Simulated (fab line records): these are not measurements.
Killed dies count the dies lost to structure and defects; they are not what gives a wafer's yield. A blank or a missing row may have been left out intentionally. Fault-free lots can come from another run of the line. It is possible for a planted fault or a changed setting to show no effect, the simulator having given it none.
Chamber matching | flow nand harc | NHARC_A_STAIRCASE_DEP_322 on pecvd-02: 3 sister chambers
The step deposits SiO2, target thk 3800 nm. 20 wafers are shown with their chamber, then 10 later ones without.

== EACH WAFER AND ITS CHAMBER ==
wafer  | chamber | heater power w (W)
L075.1 | 2       | 719
L075.2 | 0       | 854
L075.6 | 0       | 672
L077.3 | 0       | 759
L077.4 | 1       | 594
L077.5 | 2       | 591
L083.2 | 0       | 764
L083.5 | 2       | 591
L083.6 | 1       | 573
L085.1 | 2       | 698
L085.5 | 1       | 548
L085.6 | 2       | 602
L087.1 | 1       | 635
L087.3 | 2       | 621
L087.5 | 1       | 536
L089.4 | 0       | 681
L089.5 | 1       | 530
L089.6 | 2       | 595
L092.1 | 2       | 653
L092.3 | 0       | 775

SIGNATURES (averages over the wafers above)
reading        | chamber 0 | chamber 1 | chamber 2 | scatter within a chamber
heater power w | 750.83    | 569.33    | 633.75    | 53.5
Rule: distance of a wafer from a chamber = root of the sum over the readings of ((wafer's reading minus chamber's mean) / reading's scatter) squared. The wafer belongs to the nearest chamber; if the next one is less than 2 further off, it can't be placed. How the scatter is found: for the shown wafers, subtract from each reading the mean of its chamber, square and add these, divide the total by (wafers less chambers), then take the root.

== WAFERS WITHOUT THEIR CHAMBER ==
wafer  | heater power w (W)
L092.5 | 687
L091.1 | 614
L091.3 | 712
L091.6 | 691
L095.3 | 629
L095.5 | 531
L095.6 | 589
L096.1 | 634
L096.4 | 535
L096.6 | 603

== WHICH CHAMBER EACH WENT THROUGH ==
wafer  | from the rows above          | in truth
L092.5 | can't be placed: 2 or 0 or 1 | 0
L091.1 | can't be placed: 2 or 1      | 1
L091.3 | can't be placed: 0 or 2 or 1 | 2
L091.6 | can't be placed: 2 or 0 or 1 | 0
L095.3 | can't be placed: 2 or 1      | 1
L095.5 | can't be placed: 1 or 2      | 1
L095.6 | can't be placed: 1 or 2      | 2
L096.1 | can't be placed: 2 or 1      | 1
L096.4 | can't be placed: 1 or 2      | 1
L096.6 | can't be placed: 2 or 1      | 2
Correctly placed: 0 of 10. These rows do not allow placing 10 (true chamber among the candidates in 10). Placed wrongly: 0.
